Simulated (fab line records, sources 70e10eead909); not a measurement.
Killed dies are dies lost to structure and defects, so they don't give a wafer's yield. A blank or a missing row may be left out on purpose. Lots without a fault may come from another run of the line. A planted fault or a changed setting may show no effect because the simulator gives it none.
Which tool did it? | flow nand_harc | 13 lots, 39 wafers sampled, at 4 steps of a route of 1159

WHAT THE GAUGES READ, wafer by wafer
NHARC_P_ZERO_WELL_CD_MEAS_24: target cd 720 nm. Usual: cd_nm 719.9 nm, standard deviation 1.2.
lot  | measured    | on        | cd_nm (nm)        | flag
L635 | day 1 14:21 | cd_sem-02 | 719.5 718.7 720.1 |
L636 | day 1 20:28 | cd_sem-02 | 721.9 721.4 721.0 |
L637 | day 2 02:35 | cd_sem-01 | 719.4 720.9 720.4 |
L638 | day 2 08:28 | cd_sem-01 | 720.1 721.2 723.7 |
L640 | day 2 20:31 | cd_sem-03 | 719.3 720.5 718.8 |
L641 | day 3 02:35 | cd_sem-03 | 720.6 718.9 719.8 |
L644 | day 3 20:37 | cd_sem-01 | - - -             | OFF
L645 | day 4 02:35 | cd_sem-01 | 719.2 718.2 717.5 |
L649 | day 5 02:35 | cd_sem-02 | 720.5 720.1 720.7 |
L652 | day 5 20:41 | cd_sem-03 | 720.8 720.6 720.7 |
L654 | day 6 08:35 | cd_sem-01 | 719.7 720.2 720.6 |
L656 | day 6 20:38 | cd_sem-03 | 719.7 719.4 720.2 |
L657 | day 7 02:38 | cd_sem-02 | 722.3 720.8 721.5 |

NHARC_P_STI_OCD_MEAS_17. Usual: trench_depth_nm 302 nm, standard deviation 3.1; trench_foot_cd_nm 157.7 nm, standard deviation 1.9.
lot  | measured    | on     | trench_depth_nm (nm) | trench_foot_cd_nm (nm) | flag
L635 | day 2 11:35 | ocd-01 | 305 301 299          | 158.9 158.3 161.2      |
L636 | day 2 17:44 | ocd-02 | 308 308 303          | 155.6 153.6 157.3      |
L637 | day 3 01:09 | ocd-02 | 300 299 301          | 155.5 157.1 158.0      |
L638 | day 3 07:10 | ocd-02 | 296 306 300          | 154.4 156.3 157.4      |
L640 | day 3 20:14 | ocd-02 | 301 308 303          | 159.5 157.0 158.4      |
L641 | day 3 20:04 | ocd-01 | 301 304 303          | 157.6 157.5 158.7      |
L645 | day 5 02:04 | ocd-01 | 303 293 301          | 156.7 157.5 155.3      |
L649 | day 6 00:23 | ocd-01 | 305 300 302          | 154.3 157.7 156.1      |
L652 | day 6 21:15 | ocd-01 | 298 302 299          | 160.3 158.7 155.6      |
L654 | day 7 05:35 | ocd-02 | 301 306 304          | 155.6 155.6 155.1      |
L656 | day 7 17:43 | ocd-02 | 302 299 306          | 156.5 157.2 157.2      |
L657 | day 8 01:05 | ocd-02 | 297 293 300          | 156.2 158.7 156.0      |

WHICH TOOL RAN EACH LOT (tool, then ch and the chambers of the sampled wafers, then the start)
lot  | NHARC_P_ZERO_WELL_EXPOSE_21      | NHARC_P_ZERO_WELL_DESCUM_54
L635 | krf_scanner-01 ch 0, day 1 14:13 | rie_diel-08 ch 1,2, day 1 17:40
L636 | krf_scanner-01 ch 0, day 1 20:19 | rie_diel-13 ch 1,3, day 1 23:55
L637 | krf_scanner-04 ch 0, day 2 02:26 | rie_diel-13 ch 0,2,3, day 2 06:02
L638 | krf_scanner-04 ch 0, day 2 08:18 | rie_diel-08 ch 2,3, day 2 11:49
L640 | krf_scanner-04 ch 0, day 2 20:21 | rie_diel-13 ch 0,3, day 2 23:58
L641 | krf_scanner-02 ch 0, day 3 02:26 | rie_diel-05 ch 0,3, day 3 05:55
L644 | krf_scanner-01 ch 0, day 3 20:28 | rie_diel-05 ch 0,1,3, day 3 23:50
L645 | krf_scanner-02 ch 0, day 4 02:26 | rie_diel-08 ch 0,1, day 4 05:56
L649 | krf_scanner-01 ch 0, day 5 02:26 | rie_diel-05 ch 2,3, day 5 06:01
L652 | krf_scanner-02 ch 0, day 5 20:32 | rie_diel-13 ch 1,2,3, day 5 23:55
L654 | krf_scanner-01 ch 0, day 6 08:26 | rie_diel-05 ch 0,1,3, day 6 11:49
L656 | krf_scanner-04 ch 0, day 6 20:29 | rie_diel-08 ch 0,1,2, day 7 00:01
L657 | krf_scanner-02 ch 0, day 7 02:29 | rie_diel-13 ch 0,1, day 7 05:58
- NHARC_P_ZERO_WELL_EXPOSE_21: exposes mask P NWELL, target cd 720 nm.
- NHARC_P_ZERO_WELL_DESCUM_54: chemistry O2, time 3 s.

WHAT THE TOOLS THEMSELVES READ (means of the sampled wafers that have a number; where no wafer has one, the mark that the record gives instead)
NHARC_P_ZERO_WELL_EXPOSE_21. Usual: focus_offset_nm -0.1 nm, standard deviation 0.6.
lot  | tool           | focus_offset_nm (nm) | flag
L635 | krf_scanner-01 | 1.3                  |
L636 | krf_scanner-01 | 0.2                  |
L637 | krf_scanner-04 | 0.6                  |
L638 | krf_scanner-04 | -0.5                 |
L640 | krf_scanner-04 | -0.7                 |
L641 | krf_scanner-02 | 0.2                  |
L644 | krf_scanner-01 | -0.1                 |
L645 | krf_scanner-02 | -0.1                 |
L649 | krf_scanner-01 | -0.0                 |
L652 | krf_scanner-02 | 0.2                  |
L654 | krf_scanner-01 | -0.1                 |
L656 | krf_scanner-04 | 0.1                  |
L657 | krf_scanner-02 | -0.6                 |

NHARC_P_ZERO_WELL_DESCUM_54. Usual: drypump_motor_current_A 5.7 A, standard deviation 0.37; oes_product_au 1.002 a.u., standard deviation 0.0074; rf_vpp_V 57.8 V, standard deviation 0.84; showerhead_plenum_p_Torr 1.92 Torr, standard deviation 0.078; throttle_valve_pct 11.310 %, standard deviation 0.0085.
lot  | tool        | drypump_motor_current_A (A) | oes_product_au (a.u.) | rf_vpp_V (V) | showerhead_plenum_p_Torr (Torr) | throttle_valve_pct (%) | flag
L635 | rie_diel-08 | 5.9                         | 0.997                 | 57.1         | 1.97                            | 11.310                 |
L636 | rie_diel-13 | 5.6                         | 0.993                 | 57.8         | 2.02                            | 11.313                 |
L637 | rie_diel-13 | 5.5                         | 0.999                 | 57.9         | 1.90                            | 11.310                 |
L638 | rie_diel-08 | 5.8                         | 0.997                 | 58.5         | 1.99                            | 11.310                 |
L640 | rie_diel-13 | 5.7                         | 1.001                 | 57.7         | 1.97                            | 11.309                 |
L641 | rie_diel-05 | 6.3                         | 1.012                 | 58.0         | 1.94                            | 11.309                 |
L644 | rie_diel-05 | 6.0                         | 0.999                 | 58.5         | 1.92                            | 11.314                 |
L645 | rie_diel-08 | 5.8                         | 0.998                 | 57.1         | 1.92                            | 11.308                 |
L649 | rie_diel-05 | 6.0                         | 0.995                 | 57.2         | 1.90                            | 11.306                 |
L652 | rie_diel-13 | 5.4                         | 1.012                 | 57.4         | 1.95                            | 11.313                 |
L654 | rie_diel-05 | 6.1                         | 1.001                 | 57.2         | 1.92                            | 11.311                 |
L656 | rie_diel-08 | 5.8                         | 0.999                 | 57.5         | 1.96                            | 11.306                 |
L657 | rie_diel-13 | 5.5                         | 1.008                 | 57.9         | 1.94                            | 11.308                 |

THE ANSWER, worked out from the rows above alone
Rule: a lot is off if the mean of its wafers that have a number lies more than 3 standard deviations from the usual mean. A lot without any number at a reading at which 4 lots or more have one is off too. The other lots that the step has rows for count as sound. The gauges are gone through in route order, then the tools' own readings, and for those a lot's mean is taken as printed above. The first step at which some lot is off is used, and at that step the reading that is off furthest; a lot without a number counts as furthest.
Off: L644, at NHARC_P_ZERO_WELL_CD_MEAS_24 (cd_nm). Without a number there: L644.
A tool fits if, at a process step before that reading, it ran every lot that is off, and no sound lot after the first of them. The gauges at NHARC_P_ZERO_WELL_CD_MEAS_24 are tried like those tools. None of those tried fits.

WHAT THE SIMULATOR HAD PUT IN
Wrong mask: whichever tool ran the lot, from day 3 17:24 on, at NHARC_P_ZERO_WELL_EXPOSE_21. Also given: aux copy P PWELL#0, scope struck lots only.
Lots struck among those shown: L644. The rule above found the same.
